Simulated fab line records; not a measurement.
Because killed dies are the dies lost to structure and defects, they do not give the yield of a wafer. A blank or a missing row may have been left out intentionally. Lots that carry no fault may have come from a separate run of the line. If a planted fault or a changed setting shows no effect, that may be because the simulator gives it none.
Which tool was responsible? ; flow n5Finfet ; 63 wafers from 21 lots sampled at 6 of the route's 1938 steps

== WHAT EACH GAUGE READ, for each wafer ==
Not one reading of a measure or inspect step in the record can be checked against a usual standard deviation.

== EACH LOT AND THE TOOL THAT RAN IT (in order: tool; ch and the chambers of the sampled wafers; start) ==
lot;N5_BEOL_M6_ETCH_65;N5_BEOL_M6_ETCH_41;N5_BEOL_M6_PRE_CLEAN_45;N5_BEOL_M6_ALD_77;N5_BEOL_M6_SPUTTER_48;N5_BEOL_M7_PECVD_70
L074;rieDiel-02 ch 0,1, day 8 17:19;rieDiel-02 ch 0,1, day 8 18:34 or earlier;pvdSputter-02, day 8 18:34;aldMetal-03 ch 0,1,2, day 8 18:39;pvdSputter-03, day 8 19:07;pecvd-02 ch 0,1,2, day 8 21:19
L075;rieDiel-06 ch 1,2,3, day 9 10:46;rieDiel-06 ch 1,2,3, day 9 11:47 or earlier;pvdSputter-02, day 9 11:47;aldMetal-03 ch 1,3, day 9 11:52;pvdSputter-03, day 9 12:34;pecvd-03 ch 0,1, day 9 14:43
L077;rieDiel-02 ch 0,1,2, day 9 13:12;rieDiel-02 ch 0,1,2, day 9 15:13 or earlier;pvdSputter-02, day 9 15:13;aldMetal-01 ch 0,1,3, day 9 15:16;pvdSputter-03, day 9 16:19;pecvd-03 ch 0,1,2, day 9 17:56
L076;rieDiel-06 ch 1,2,3, day 9 15:04;rieDiel-06 ch 1,2,3, day 9 16:27 or earlier;pvdSputter-02, day 9 16:27;aldMetal-01 ch 2,3, day 9 16:42;pvdSputter-01, day 9 17:38;pecvd-02 ch 0,2, day 9 19:23
L078;rieDiel-01 ch 1,2, day 9 16:49;rieDiel-01 ch 1,2, day 9 17:45 or earlier;pvdSputter-01, day 9 17:45;aldMetal-03 ch 0,2,3, day 9 17:49;pvdSputter-03, day 9 18:24;pecvd-02 ch 1,2, day 9 20:01
L079;rieDiel-06 ch 1,3, day 10 03:35;rieDiel-06 ch 1,3, day 10 05:03 or earlier;pvdSputter-01, day 10 05:03;aldMetal-02 ch 1,3, day 10 05:07;pvdSputter-01, day 10 05:42;pecvd-03 ch 1,2, day 10 07:40
L081;rieDiel-01 ch 0,2,3, day 10 16:32;rieDiel-01 ch 0,2,3, day 10 17:56 or earlier;pvdSputter-03, day 10 17:56;aldMetal-02 ch 1,2,3, day 10 18:01;pvdSputter-03, day 10 18:43;pecvd-02 ch 0,1,2, day 10 20:31
L082;rieDiel-02 ch 0,1, day 10 16:51;rieDiel-02 ch 0,1, day 10 18:08 or earlier;pvdSputter-03, day 10 18:08;aldMetal-03 ch 0,1,3, day 10 18:19;pvdSputter-03, day 10 20:41;pecvd-03 ch 0,1,2, day 10 22:29
L084;rieDiel-06 ch 0,1,3, day 11 03:23;rieDiel-06 ch 0,1,3, day 11 04:26 or earlier;pvdSputter-03, day 11 04:26;aldMetal-02 ch 1,2,3, day 11 04:30;pvdSputter-03, day 11 05:02;pecvd-02 ch 0,2, day 11 06:50
L083;rieDiel-06 ch 1,2,3, day 11 10:18;rieDiel-06 ch 1,2,3, day 11 11:14 or earlier;pvdSputter-01, day 11 11:14;aldMetal-03 ch 1,2,3, day 11 11:23;pvdSputter-01, day 11 13:32;pecvd-01 ch 0,2, day 11 15:10
L088;rieDiel-02 ch 0,1, day 12 13:32;rieDiel-02 ch 0,1, day 12 14:44 or earlier;pvdSputter-03, day 12 14:44;aldMetal-01 ch 0,3, day 12 14:50;pvdSputter-01, day 12 15:32;pecvd-02 ch 1,2, day 12 17:17
L086;rieDiel-01 ch 0,1,3, day 12 13:42;rieDiel-01 ch 0,1,3, day 12 15:08 or earlier;pvdSputter-02, day 12 15:08;aldMetal-02 ch 0,1,3, day 12 15:11;pvdSputter-01, day 12 17:30;pecvd-03 ch 1,2, day 12 19:07
L087;rieDiel-02 ch 0,3, day 12 14:02;rieDiel-02 ch 0,3, day 12 15:22 or earlier;pvdSputter-03, day 12 15:22;aldMetal-01 ch 0,1, day 12 15:25;pvdSputter-01, day 12 17:41;pecvd-02 ch 0,1, day 12 19:17
L089;rieDiel-01 ch 0,1,3, day 12 19:46;rieDiel-01 ch 0,1,3, day 12 22:36 or earlier;pvdSputter-01, day 12 22:36;aldMetal-01 ch 1,2,3, day 12 22:40;pvdSputter-01, day 12 23:17;pecvd-02 ch 0,1, day 13 00:55
L092;rieDiel-02 ch 0,2,3, day 13 00:45;rieDiel-02 ch 0,2,3, day 13 03:42 or earlier;pvdSputter-01, day 13 03:42;aldMetal-02 ch 2,3, day 13 03:46;pvdSputter-01, day 13 04:17;pecvd-02 ch 1,2, day 13 06:12
L090;rieDiel-06 ch 0,1,2, day 13 00:51;rieDiel-06 ch 0,1,2, day 13 01:52 or earlier;pvdSputter-03, day 13 01:52;aldMetal-01 ch 0,2,3, day 13 02:02;pvdSputter-01, day 13 03:54;pecvd-03 ch 1,2, day 13 05:51
L091;rieDiel-01 ch 0,1,2, day 13 07:01;rieDiel-01 ch 0,1,2, day 13 08:03 or earlier;pvdSputter-03, day 13 08:03;aldMetal-02 ch 0,1, day 13 08:07;pvdSputter-03, day 13 10:21;pecvd-01 ch 0,2, day 13 12:12
L093;rieDiel-01 ch 0,2,3, day 13 18:51;rieDiel-01 ch 0,2,3, day 13 19:52 or earlier;pvdSputter-01, day 13 19:52;aldMetal-02 ch 0,1,2, day 13 19:55;pvdSputter-03, day 13 21:59;pecvd-03 ch 1,2, day 13 23:47
L094;rieDiel-01 ch 0,1,3, day 14 12:41;rieDiel-01 ch 0,1,3, day 14 13:55 or earlier;pvdSputter-02, day 14 13:55;aldMetal-01 ch 0,1,2, day 14 13:59;pvdSputter-02, day 14 14:36;pecvd-03 ch 0,1, day 14 17:17
L096;rieDiel-01 ch 0,1,2, day 14 14:05;rieDiel-01 ch 0,1,2, day 14 15:02 or earlier;pvdSputter-03, day 14 15:02;aldMetal-01 ch 0,1,3, day 14 15:06;pvdSputter-01, day 14 17:07;pecvd-02 ch 0,2, day 14 18:44
L097;rieDiel-02 ch 0,2,3, day 14 16:25;rieDiel-02 ch 0,2,3, day 14 17:28 or earlier;pvdSputter-01, day 14 17:28;aldMetal-03 ch 0,2, day 14 17:32;pvdSputter-03, day 14 18:14;pecvd-02 ch 0,1,2, day 14 19:52
- N5_BEOL_M6_ETCH_65: etches SiARC in CF4, target depth 15.6 nm, time 26 s.
- N5_BEOL_M6_ETCH_41: etches SiCN in CH3F/O2, target depth 29.7 nm, time 52 s.
- N5_BEOL_M6_PRE_CLEAN_45: time 30 s.
- N5_BEOL_M6_ALD_77: deposits TaN, target thk 2 nm, pulse time 2 s, purge time 3 s.
- N5_BEOL_M6_SPUTTER_48: material Cu, target thk 10 nm, time 1.667 s.
- N5_BEOL_M7_PECVD_70: deposits SiO2 from TEOS/O2, target thk 20 nm, time 22.7 s.

== AS READ BY THE TOOLS THEMSELVES (means over the sampled wafers that have a number; for cases with no such wafer, the mark the record gives instead) ==
N5_BEOL_M6_ETCH_65.
lot;tool;drypumpMotorCurrentA (A);etchRfOnTimeS (s);oesProductAu (a.u.);rfFwdPowerW (W);rfVppV (V);showerheadPlenumPTorr (Torr);throttleValvePct (%)
L074;rieDiel-02;5.7;26.2;0.65;533.6;184.4;2.20;15.82
L075;rieDiel-06;5.9;26.1;0.69;532.1;184.7;2.13;15.69
L077;rieDiel-02;5.9;26.2;0.68;532.0;185.3;2.18;15.52
L076;rieDiel-06;5.9;26.4;0.69;532.0;183.5;2.13;15.70
L078;rieDiel-01;6.0;26.8;0.66;531.9;185.1;2.16;15.62
L079;rieDiel-06;6.1;26.5;0.69;531.5;183.9;2.16;15.78
L081;rieDiel-01;5.7;25.8;0.68;530.2;184.9;2.24;15.66
L082;rieDiel-02;5.7;26.4;0.63;532.5;184.9;2.19;15.86
L084;rieDiel-06;6.0;25.7;0.69;530.4;183.2;2.13;15.81
L083;rieDiel-06;5.9;26.3;0.68;532.4;183.8;2.13;15.72
L088;rieDiel-02;5.7;26.5;0.62;530.5;184.5;2.19;15.90
L086;rieDiel-01;5.8;25.8;0.72;532.9;184.3;2.20;15.55
L087;rieDiel-02;5.8;26.0;0.70;531.6;184.5;2.16;15.33
L089;rieDiel-01;5.8;26.0;0.72;531.6;184.5;2.20;15.55
L092;rieDiel-02;5.9;26.1;0.70;531.5;184.6;2.16;15.27
L090;rieDiel-06;6.1;25.7;0.72;530.4;183.9;2.11;15.65
L091;rieDiel-01;6.0;26.2;0.75;530.8;184.5;2.17;15.40
L093;rieDiel-01;5.7;25.6;0.74;533.4;184.5;2.23;15.55
L094;rieDiel-01;5.8;25.8;0.70;532.3;184.8;2.19;15.58
L096;rieDiel-01;6.0;25.9;0.74;530.4;184.1;2.17;15.42
L097;rieDiel-02;5.9;26.2;0.69;532.0;184.4;2.15;15.31

N5_BEOL_M6_ETCH_41.
lot;tool;drypumpMotorCurrentA (A);oesProductAu (a.u.);rfFwdPowerW (W);rfVppV (V);showerheadPlenumPTorr (Torr);throttleValvePct (%)
L074;rieDiel-02;5.7;0.76;389.7;298.0;2.06;16.54
L075;rieDiel-06;5.9;0.81;391.7;297.0;1.99;16.40
L077;rieDiel-02;5.9;0.80;391.1;298.4;2.04;16.26
L076;rieDiel-06;5.9;0.81;390.7;297.3;1.99;16.41
L078;rieDiel-01;6.0;0.78;391.1;298.5;2.03;16.38
L079;rieDiel-06;6.1;0.81;391.0;298.0;2.01;16.48
L081;rieDiel-01;5.7;0.80;391.7;299.6;2.09;16.37
L082;rieDiel-02;5.7;0.75;390.3;298.2;2.05;16.57
L084;rieDiel-06;6.0;0.81;390.9;296.9;1.98;16.50
L083;rieDiel-06;5.9;0.80;392.1;297.6;1.98;16.43
L088;rieDiel-02;5.7;0.73;392.0;296.8;2.05;16.60
L086;rieDiel-01;5.8;0.84;390.5;297.7;2.05;16.24
L087;rieDiel-02;5.8;0.82;391.5;296.7;2.03;16.08
L089;rieDiel-01;5.8;0.84;390.9;299.0;2.05;16.25
L092;rieDiel-02;5.9;0.83;391.0;296.1;2.02;16.02
L090;rieDiel-06;6.1;0.85;391.6;297.4;1.97;16.36
L091;rieDiel-01;6.0;0.89;389.8;298.3;2.03;16.12
L093;rieDiel-01;5.7;0.87;391.1;298.9;2.09;16.26
L094;rieDiel-01;5.8;0.82;390.9;298.0;2.05;16.28
L096;rieDiel-01;6.0;0.85;389.4;297.6;2.03;16.16
L097;rieDiel-02;5.9;0.80;390.8;296.6;2.01;16.05

N5_BEOL_M6_PRE_CLEAN_45.
lot;tool;heaterPowerW (W);susceptorTempC (C)
L074;pvdSputter-02;315;250.04
L075;pvdSputter-02;329;249.92
L077;pvdSputter-02;315;250.02
L076;pvdSputter-02;299;249.92
L078;pvdSputter-01;345;250.15
L079;pvdSputter-01;347;249.84
L081;pvdSputter-03;291;250.05
L082;pvdSputter-03;294;250.10
L084;pvdSputter-03;282;250.07
L083;pvdSputter-01;347;250.02
L088;pvdSputter-03;296;249.99
L086;pvdSputter-02;327;250.09
L087;pvdSputter-03;308;250.09
L089;pvdSputter-01;349;249.82
L092;pvdSputter-01;347;249.87
L090;pvdSputter-03;295;249.98
L091;pvdSputter-03;291;249.97
L093;pvdSputter-01;350;249.93
L094;pvdSputter-02;307;249.99
L096;pvdSputter-03;286;249.97
L097;pvdSputter-01;352;249.95

N5_BEOL_M6_ALD_77.
lot;tool;heaterPowerW (W);susceptorTempC (C)
L074;aldMetal-03;422;274.94
L075;aldMetal-03;381;274.94
L077;aldMetal-01;442;274.92
L076;aldMetal-01;399;275.20
L078;aldMetal-03;424;275.04
L079;aldMetal-02;409;274.88
L081;aldMetal-02;412;275.07
L082;aldMetal-03;404;274.95
L084;aldMetal-02;395;275.04
L083;aldMetal-03;402;275.01
L088;aldMetal-01;461;275.01
L086;aldMetal-02;413;274.87
L087;aldMetal-01;471;275.06
L089;aldMetal-01;385;275.02
L092;aldMetal-02;367;275.06
L090;aldMetal-01;426;275.04
L091;aldMetal-02;459;274.83
L093;aldMetal-02;437;274.83
L094;aldMetal-01;413;274.99
L096;aldMetal-01;445;275.09
L097;aldMetal-03;443;274.90

N5_BEOL_M6_SPUTTER_48.
lot;tool;chuckSensorTempC (C);susceptorTempC (C);throttleValvePct (%)
L074;pvdSputter-03;-16.0;-20.01;30.1
L075;pvdSputter-03;-15.5;-19.93;29.2
L077;pvdSputter-03;-16.2;-20.06;30.0
L076;pvdSputter-01;-15.9;-20.03;31.2
L078;pvdSputter-03;-16.0;-19.99;30.1
L079;pvdSputter-01;-15.8;-20.07;31.1
L081;pvdSputter-03;-16.1;-19.98;29.8
L082;pvdSputter-03;-16.2;-20.07;30.0
L084;pvdSputter-03;-15.7;-20.02;29.3
L083;pvdSputter-01;-16.5;-19.96;30.4
L088;pvdSputter-01;-15.5;-19.96;30.4
L086;pvdSputter-01;-15.5;-19.99;30.5
L087;pvdSputter-01;-15.2;-20.02;31.5
L089;pvdSputter-01;-15.9;-20.05;30.7
L092;pvdSputter-01;-16.1;-19.97;29.9
L090;pvdSputter-01;-15.5;-20.02;31.8
L091;pvdSputter-03;-15.6;-20.06;29.6
L093;pvdSputter-03;-16.3;-20.01;30.4
L094;pvdSputter-02;-15.6;-19.99;29.4
L096;pvdSputter-01;-15.9;-19.96;30.8
L097;pvdSputter-03;-15.8;-19.95;29.6

N5_BEOL_M7_PECVD_70.
lot;tool;heaterPowerW (W);rfFwdPowerW (W);showerheadPlenumPTorr (Torr);susceptorTempC (C);throttleValvePct (%)
L074;pecvd-02;677;446.2;8.784;400.09;22.0
L075;pecvd-03;786;445.7;8.734;399.93;23.0
L077;pecvd-03;878;444.9;8.756;400.08;21.9
L076;pecvd-02;704;445.1;8.778;400.09;21.7
L078;pecvd-02;625;446.8;8.797;399.87;21.5
L079;pecvd-03;833;442.9;8.781;399.93;21.6
L081;pecvd-02;679;444.8;8.782;400.01;22.0
L082;pecvd-03;797;443.5;8.749;400.23;22.2
L084;pecvd-02;673;445.2;8.778;399.83;21.7
L083;pecvd-01;853;445.9;8.788;399.90;22.3
L088;pecvd-02;643;447.2;8.798;399.86;21.8
L086;pecvd-03;881;443.1;8.778;399.88;21.3
L087;pecvd-02;641;444.7;8.762;400.06;23.1
L089;pecvd-02;671;444.9;8.770;400.17;23.2
L092;pecvd-02;599;446.2;8.770;400.48;21.7
L090;pecvd-03;874;442.5;8.777;399.93;21.6
L091;pecvd-01;802;446.3;8.789;400.01;22.3
L093;pecvd-03;936;444.3;8.780;400.26;21.7
L094;pecvd-03;758;444.2;8.756;399.96;22.9
L096;pecvd-02;667;445.2;8.793;399.95;21.2
L097;pecvd-02;654;445.7;8.768;400.03;22.2

== THE ANSWER, worked out from the rows above alone ==
Rule: the usual values come from the lots themselves. Put in order of their means at a reading, lots are off if they are a third of the lots or fewer, leave a main group of 4 or more, and stand apart from it by a gap of 3 or more times the standard deviation of the main group's means; of several such gaps the widest counts. A main group is skipped when, at the precision printed for the reading in the tables above, its means are all equal. Also off: a lot with no number at a reading for which 4 or more lots have one. The other lots that the step has rows for count as sound. First the gauges in route order, then the tools' own readings, where a lot's mean is used as printed above. At the first step where some lot is off, the reading lying furthest off is the one used; lots without a number count as furthest.
None of the lots is off at any reading shown; this tells nothing.

== WHAT HAD BEEN PUT IN BY THE SIMULATOR ==
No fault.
